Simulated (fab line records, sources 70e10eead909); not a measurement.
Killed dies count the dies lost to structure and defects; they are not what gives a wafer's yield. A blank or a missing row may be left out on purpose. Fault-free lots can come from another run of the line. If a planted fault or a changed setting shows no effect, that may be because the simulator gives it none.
Matching of chambers    flow nandHarc    NHARC_THIN_TSV_DEP_43 on pecvd-04: 3 sister chambers
The step deposits SiO2, target thk 1328.5 nm. 3 wafers are shown with their chamber, then 7 later ones without.

WAFERS WITH THEIR CHAMBER
wafer   chamber  showerheadVppV (V)
L086.1  1        1970
L090.2  2        1897
L090.3  0        1892

WAFERS WITH NO CHAMBER GIVEN
wafer   showerheadVppV (V)
L090.5  1884
L093.1  1911
L093.3  1930
L093.4  1873
L094.2  1944
L094.5  1966
L094.6  1890

THE CHAMBER EACH PASSED THROUGH
wafer   from the rows above           in truth
L090.5  can't be placed: 0 or 2       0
L093.1  can't be placed: 2 or 0       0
L093.3  can't be placed: 2 or 0 or 1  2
L093.4  can't be placed: 0 or 2       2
L094.2  can't be placed: 1 or 2 or 0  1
L094.5  1                             1
L094.6  can't be placed: 0 or 2       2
Correct placement for 1 of the 7. These rows do not allow placing 6 (true chamber among the candidates in 6). Placed wrongly: 0.
How it was worked out, from the rows above alone: a wafer's distance from a chamber is the root of the sum, over the readings, of the square of ((its reading less the chamber's mean) divided by the reading's scatter). If the next closest chamber is less than 2 further off than the closest, the wafer can't be placed; otherwise it belongs to the closest. A chamber's mean is the mean of its shown wafers. The scatter: root of mean squared gap, hidden wafer to nearest shown wafer, with one shown wafer a chamber.
